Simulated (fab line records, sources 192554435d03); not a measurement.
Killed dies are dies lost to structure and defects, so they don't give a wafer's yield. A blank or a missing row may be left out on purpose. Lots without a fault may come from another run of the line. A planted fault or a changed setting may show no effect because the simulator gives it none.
fab line records | flow n5_finfet
record lots=4 wafers=12 last_day=19
route steps=1938 shown BEOL_M3@1006 BEOL_M4@1021 PASSIVATION@1936
lots that met no fault: from a run of the same line without faults
start_h: hours from the record's first day to the start of the lot's first wafer shown | wait_h: hours since the lot's step before | " the same as in the row above | L1.1+2: a row that stands for several wafers | - no value, or no start given | * or withheld: withheld | < > ~ a bound
route shown NAME@n: a module of which the file shows steps, and the number in the route of the first | usual: mean/standard deviation of fault-free wafers | same: alike in all rows | chamber/n: place in a boat | sites: the reading at each site | _std_site: their standard deviation | _edge_site: outer sites' mean less inner sites' | radius_mm: how far each site lies from the wafer's centre | mask NAME#n: copy n | behind: the tool/chamber that last shaped the wafer | hold: why the lot was held/for how many hours/how that ended | device: the transistor (n, p or np) that didn't switch | end of line: the same wafers' tests at the end of the route | a step without rows: its recipe alone | killed: dies lost to structure and defects at the first sort, not the wafer's yield | map: a wafer's dies, x killed, . not, _ none there
set.NAME: the setting as run; set.NAME@STEP: as run at that earlier step | model.NAME: the simulator's own value behind a step, which no gauge read
lots at some steps of the route; a table a step, a row a wafer
services: from which hour (start_h, from the record's first day; less than 0 if before it) a tool's chamber was out of use, for how many hours, and why
## steps
# step N5_BEOL_M3_SPUTTER_92
# recipe material=Cu target_thk_a=45 temp_c=-20 chamber_pressure_pa=0.07 power_w=withheld time_s=8.29
# step N5_BEOL_M3_ANNEAL_93
# recipe temp_c=400 time_s=240 ambient=vacuum
# step N5_BEOL_M3_SPUTTER_94
# recipe material=Cu target_thk_a=45 temp_c=-20 chamber_pressure_pa=0.07 power_w=withheld time_s=8.29
# step N5_BEOL_M3_ANNEAL_95
# recipe temp_c=400 time_s=240 ambient=vacuum
# step N5_BEOL_M3_SPUTTER_96
# recipe material=Cu target_thk_a=45 temp_c=-20 chamber_pressure_pa=0.07 power_w=withheld time_s=8.29
# step N5_BEOL_M3_ECD_50
# recipe material=Cu target_thk_a=3000
# step N5_BEOL_M3_ANNEAL_51
# recipe temp_c=225 time_s=90 ambient=N2
# step N5_BEOL_M3_CMP_52
# recipe stop_on=SiOC t_overpolish_s=6.8 down_force_psi=1 platen_rpm=50 clearing_platen_down_force_psi=1.5 clearing_platen_rpm=50 post_cmp_clean=cu_alkaline target_thk_nm=40 clearing_platen_pad_velocity_m_s=0.99484 pad_velocity_m_s=0.99484
# step N5_BEOL_M3_PRE_CLEAN_60
# recipe gas=NH3/H2 time_s=15 temp_c=* rf_power_w=300
# step N5_BEOL_M3_CO_CAP_55
# recipe material=Co target_thk_a=20 temp_c=200 precursor=CCTBA/H2 pressure_torr=30 time_s=102.1
# step N5_BEOL_M3_PRE_CLEAN_56
# recipe gas=NH3 time_s=15 temp_c=withheld rf_power_w=300
# step N5_BEOL_M3_DEP_57
# recipe material=SiCN target_thk_a=80 temp_c=withheld precursor=3MS/NH3 pressure_torr=3 rf_w=202 time_s=14
# usual rf_fwd_power_W=199.5/1 showerhead_plenum_p_Torr=3.660/0.011 throttle_valve_pct=9.0/0.51
# columns lot.wafer tool chamber start_h wait_h rf_fwd_power_W showerhead_plenum_p_Torr throttle_valve_pct
L489.2 pecvd-02 2 214.07 0.0 198.2 3.674 8.2
L489.3 " 1 " " 200.2 3.657 8.7
L489.6 " 0 " " 199.3 3.659 8.5
L498.1 pecvd-02 2 259.80 0.0 198.0 3.675 8.5
L498.3 " 0 " " 198.7 3.651 8.8
L498.4 " 0 " " 199.3 3.653 8.6
L502.1 pecvd-02 2 288.07 0.0 198.7 3.665 8.3
L502.3 " 1 " " 199.7 3.654 8.9
L502.4 " 1 " " 199.3 3.655 8.8
L504.1 pecvd-04 0 333.71 0.0 200.8 3.646 8.8
L504.2 " 1 " " 200.1 3.651 9.5
L504.6 " 2 " " 201.2 3.673 8.6
# step N5_BEOL_M3_INSPECT_59
# recipe inspect_instrument=darkfield mode=post_dep
# usual raw_defect_count=74/27
# columns lot.wafer tool chamber start_h wait_h raw_defect_count
L489.2 defect_inspect-01 - 214.16 0.0 62
L489.3 " - " " 65
L489.6 " - " " 57
L498.1 defect_inspect-01 - 259.89 0.0 647
L498.3 " - " " 595
L498.4 " - " " 655
L502.1 defect_inspect-01 - 288.16 0.0 669
L502.3 " - " " 644
L502.4 " - " " 663
L504.1 defect_inspect-01 - 333.80 0.0 39
L504.2 " - " " 65
L504.6 " - " " 59
# step N5_BEOL_M4_ILD_DEP_00
# recipe material=SiOC target_thk_a=790 temp_c=350 precursor=DEMS/O2 pressure_torr=5 rf_w=500 time_s=15.3
# step N5_BEOL_M4_PECVD_72
# recipe material=SiO2 target_thk_a=160 temp_c=400 precursor=TEOS/O2 pressure_torr=5.5 rf_w=450 teos_flow_sccm=53.8 gas=O2 flow_sccm=3000 time_s=18
# step N5_BEOL_M4_HM_DEP_02
# recipe material=TiN target_thk_a=200 temp_c=25 chamber_pressure_pa=0.49996
# step N5_BEOL_M4_COAT_61
# recipe resist=SOC temp_c=250 time_s=60 spin_rpm=1500 resist_thk_nm=60
# step N5_BEOL_M4_COAT_62
# recipe resist=SiARC temp_c=220 time_s=60 spin_rpm=1500 resist_thk_nm=12
# step N5_BEOL_M4_COAT_73
# recipe resist=underlayer temp_c=205 time_s=60 spin_rpm=1500 resist_thk_nm=5
# step N5_BEOL_M4_COAT_05
# recipe resist=CAR-EUV spin_rpm=1500 resist_thk_nm=30
# step N5_BEOL_M4_EBR_07
# recipe solvent=PGMEA ebr_width_mm=1.5
# step N5_BEOL_M4_SOFTBAKE_06
# recipe temp_c=110 time_s=60 resist=CAR-EUV
# step N5_BEOL_M4_EXPOSE_08
# recipe mask_id=M4 na=0.33 source_shape=dipole sigma_inner=0.369 sigma_outer=0.767 polarization=unpolarized dose_mj=41.25
# step N5_BEOL_M4_PEB_09
# recipe peb_temp_c=100 peb_time_s=60 resist=CAR-EUV
# step N5_BEOL_M4_DEVELOP_10
# recipe develop_time_s=30 developer=TMAH resist=CAR-EUV rinse_liquid=surfactant_rinse dry=air_spin dev_temp_c=23
# step N5_BEOL_M4_INSPECT_13
# recipe mode=adi inspect_instrument=brightfield
# usual raw_defect_count=423/94
# columns lot.wafer tool chamber start_h wait_h raw_defect_count
L489.2 defect_inspect-01 - 216.26 0.0 394
L489.3 " - " " 316
L489.6 " - " " 450
L498.1 defect_inspect-02 - 263.97 0.1 1317
L498.3 " - " " 919
L498.4 " - " " 1361
L502.1 defect_inspect-01 - 292.27 0.1 1036
L502.3 " - " " 1010
L502.4 " - " " 1134
L504.1 defect_inspect-02 - 334.95 0.1 345
L504.2 " - " " 410
L504.6 " - " " 535
# step N5_BEOL_M4_DESCUM_16
# recipe chemistry=O2 time_s=7 source_power_w=50 bias_power_w=20 pressure_mtorr=20 rf_frequency_hz=2.712e+07 temp_c=40 resist=CAR-EUV o2_flow_sccm=225
# step N5_BEOL_M4_RC_MEAS_101
# usual DIBL_N=36.5/1.9 DIBL_P=36.7/2.1 IOFF_N=0.17/0.035 IOFF_P=0.22/0.042 ION_N=676/10 ION_P=462/8.1 SS_N=71.5/0.72 SS_P=73.4/0.7 VT_N=249/3.1 VT_P=-250/3.9
# columns lot.wafer tool chamber start_h wait_h DIBL_N[mV/V] DIBL_P[mV/V] IOFF_N[nA/um] IOFF_P[nA/um] ION_N[uA/um] ION_P[uA/um] SS_N[mV/dec] SS_P[mV/dec] VT_N[mV] VT_P[mV]
L489.2 prober-01 0 224.17 0.2 37.0 39.2 0.19 0.21 679 452 71.4 73.8 247 -253
L489.3 " 0 " " 34.1 35.6 0.13 0.17 664 449 70.4 73.6 251 -254
L489.6 " 0 " " 36.2 38.0 0.17 0.21 684 470 71.1 73.8 251 -254
L498.1 prober-02 0 279.55 0.0 37.2 37.5 0.18 0.28 681 479 71.7 74.4 249 -242
L498.3 " 0 " " 36.6 35.9 0.18 0.25 679 466 71.1 73.5 249 -244
L498.4 " 0 " " 36.9 37.4 0.19 0.29 694 482 71.2 73.7 246 -239
L502.1 prober-02 0 316.29 0.0 35.6 34.6 0.15 0.16 667 448 70.8 72.6 249 -254
L502.3 " 0 " " 37.4 37.2 0.16 0.19 680 459 70.7 72.4 250 -254
L502.4 " 0 " " 37.5 37.0 0.17 0.20 689 466 71.6 73.9 250 -252
L504.1 prober-01 0 348.12 0.0 37.1 37.8 0.19 0.25 689 474 72.3 73.7 249 -247
L504.2 " 0 " " 33.4 33.7 0.13 0.19 662 459 70.9 72.1 252 -249
L504.6 " 0 " " 33.1 33.0 0.13 0.18 661 454 71.0 72.3 251 -253
# step N5_PASSIVATION_PROBE_49
# usual defect_limited_yield=91.4/1.5 killed_at_M0_to_M3=35/12 killed_at_M4_up=13/5.8 killed_at_contacts=12/5.5 killed_at_front_end=36/9.9 killed_at_other=4/3.7 killed_dies=101/18 killed_open=66/13 killed_short=33/8 sort_bin_5_function=5.0/1 sort_bin_6_memory=3.2/0.67 sort_n_pass=1079/18 sort_yield_pct=91.4/1.5
# same gross_dies=1180 killed_at_back_side=0 sort_bin_4_leakage[%]=0 sort_bin_8_speed[%]=0
# columns lot.wafer tool chamber start_h wait_h defect_limited_yield[%] killed_at_M0_to_M3 killed_at_M4_up killed_at_contacts killed_at_front_end killed_at_other killed_dies killed_open killed_short sort_bin_5_function[%] sort_bin_6_memory[%] sort_n_pass sort_yield_pct[%]
L498.1 prober-01 - 380.61 0.0 78.9 176 8 22 36 7 249 88 36 13.8 4.9 931 78.9
L498.3 prober-01 - 380.71 0.1 84.7 107 6 22 39 7 181 79 46 9.2 4.6 999 84.7
L498.4 prober-01 - 380.76 0.2 84.0 120 6 25 27 11 189 85 43 10.2 3.9 991 84.0
L502.1 prober-01 - 417.73 0.0 81.8 142 12 12 41 8 215 63 30 11.6 4.3 965 81.8
L502.3 prober-01 - 417.83 0.1 83.2 154 16 9 17 2 198 52 22 11.2 3.7 982 83.2
L502.4 prober-01 - 417.88 0.2 83.2 138 9 12 38 1 198 46 25 9.6 3.7 982 83.2
# killed by level:class
L498.1 BEOL_M3:unspecified=124 MOL_CONTACT_COAG:geometric_particle:open=17 BEOL_M3:geometric_particle:open=16 BEOL_M0_SAQP:geometric_particle:open=9 GATE_CUT:geometric_particle:short=8 FIN_SAQP:geometric_particle:open=7 BEOL_M1:geometric_particle:open=7 BEOL_M4:geometric_particle:open=7
L498.3 BEOL_M3:unspecified=54 MOL_CONTACT_COAG:geometric_particle:open=16 BEOL_M3:geometric_particle:open=14 BEOL_M2:geometric_particle:open=13 BEOL_M1:geometric_particle:short=11 FIN_SAQP:geometric_particle:open=7 GATE_CUT:geometric_particle:open=7 STI_FIN_REVEAL:geometric_particle:open=6
L498.4 BEOL_M3:unspecified=58 MOL_CONTACT_COAG:geometric_particle:open=21 BEOL_M3:geometric_particle:open=15 BEOL_M0_SAQP:geometric_particle:short=12 BEOL_M1:geometric_particle:open=11 BEOL_M2:geometric_particle:open=8 BEOL_M0_SAQP:geometric_particle:open=7 DUMMY_GATE:geometric_particle:open=6
L502.1 BEOL_M3:unspecified=120 MOL_CONTACT_COAG:geometric_particle:open=11 STI_FIN_REVEAL:geometric_particle:open=8 BEOL_M4:geometric_particle:open=8 BEOL_M2:geometric_particle:open=7 GATE_CUT:geometric_particle:open=5 DUMMY_GATE:geometric_particle:open=4 GATE_CUT:geometric_particle:short=4
L502.3 BEOL_M3:unspecified=122 MOL_CONTACT_COAG:geometric_particle:open=9 STI_FIN_REVEAL:geometric_particle:open=7 BEOL_M0_SAQP:geometric_particle:short=5 BEOL_M1:geometric_particle:open=5 BEOL_M4:geometric_particle:open=5 BEOL_M0_SAQP:geometric_particle:open=4 BEOL_M1:geometric_particle:short=4
L502.4 BEOL_M3:unspecified=120 MOL_CONTACT_COAG:geometric_particle:open=11 HKMG_FIN:area_etch=7 GATE_CUT:geometric_particle:open=5 BEOL_M0_SAQP:geometric_particle:short=5 BEOL_M1:geometric_particle:open=4 BEOL_M4:geometric_particle:open=4 STARTING-WAFER:geometric_particle:short=4
# map L498.1 (x killed, . not)
_________________xx..........________________
______________.x...........xx..._____________
___________...........xxx..........__________
__________.........x................_________
________.x...............xxx..x......._______
_______x...x....................x......______
______.x.x..........x..x.x.............._____
_____x..x...................x.x..x.......____
____.....................x.....xxx.x......___
___.x............x...x......x....xxxxxx..x.__
___x.................x.......xxxxxxxxxxx.x.__
__.......x.....x.x....xx.....xxxxxxxxxxx.x.x_
__.....................x.......xxxxxxxxxxxx._
_......x...................x..xxxxxxxxxxxxxx.
_...........................x.xxxxxxxxxxxxx..
_........x.........xxx........x.xxxxxxxxxxxx.
_..x....x........xx...........xxxxxxxxxx.x...
_.....x.x.....xx.............xxxxxxxxxxxx.x.x
_..................x...xx.....x.xxxxxxxx.x..x
_..x...............x.........x.x.xx..xxx.....
_...x...........x..x.............x.x.x.......
__..x...x....xx.......x...............x....._
__x.x..................x...................._
___..........x..............x.......x......__
___.........x.............x...x......x....x__
____....x...................x.............___
_____.x............x..x.x.x......x..x...x____
______....x...x......x............xx..x._____
_______x......xx.x........x..x..x......______
________x.....x........x.............._______
__________.x...................x...._________
___________........................__________
______________xx...x....xx...x.._____________
_________________.......x....________________
# map L502.1 (x killed, . not)
_________________............________________
______________..x..............._____________
___________...................x...x__________
__________.....x...................._________
________....x.....x................x.._______
_______.....................x....x.....______
______x....x..........x.x..x.xx.....x..._____
_____....x..x...........x.......x.....x..____
____.............................x.x.x....___
___...x...........................xxxxx...x__
___.........x...x.............x.xxx.xxxxx..__
__..x.........x........x...x...xxxxxxxxxx..._
__........x...x.............xxxxxxxxxxxxxx.._
_x........x.......x.......x..x.xxxxxxxxxxxx.x
_..x.....x....................xxxxxxxxxxxxx..
_.........x.............x...x.xxxxxxxxxxxxx..
_..............x.....x......x.xxxxxxxxxxxx...
_...xxx........................x.xxxxxxxxxx..
_.........x......x.............xxxxxxxxxxx.x.
_...........................x..x....xx..x....
_...................x.............xx..x.x....
__................x..........xx.x..x...x...._
__..........................x.x.....x..x...._
___....x.........x.........x......x.......x__
___..................x..........x.......x..__
____.........x............................___
_____.....x.......x......x..........x....____
______...............xx..........x......_____
_______.......xx.xxx..x.....x..x.x.x...______
________...................x.........._______
__________.........................._________
___________...x....................__________
______________.............x...._____________
_________________.x..........________________
## services
# columns tool chamber start_h hours kind
pecvd-04 1 255.55 2.1 scheduled_down
pecvd-02 1 295.21 5.2 repair
## key
first_sign step=N5_BEOL_M3_INSPECT_59 reading=raw_defect_count direction=up sigmas=21 usual=74 struck=646
effect step=N5_BEOL_M4_INSPECT_13 reading=raw_defect_count direction=up sigmas=7.5 usual=423 struck=1130
effect step=N5_PASSIVATION_PROBE_49 reading=killed_at_M0_to_M3 direction=up sigmas=8.9 usual=35 struck=140
more_kills_born_at N5_BEOL_M3_DEP_57@pecvd-02=598
met_at N5_BEOL_M3_DEP_57
struck_wafers L498.1,L498.3,L498.4,L502.1,L502.3,L502.4
onset_between 214.07 259.80
fault kind=chamber_particle_source tool=pecvd-02 chamber=- onset_h=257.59 steps=N5_BEOL_M3_DEP_57 rate_per_visit_cm2=0.89928 end_h=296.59
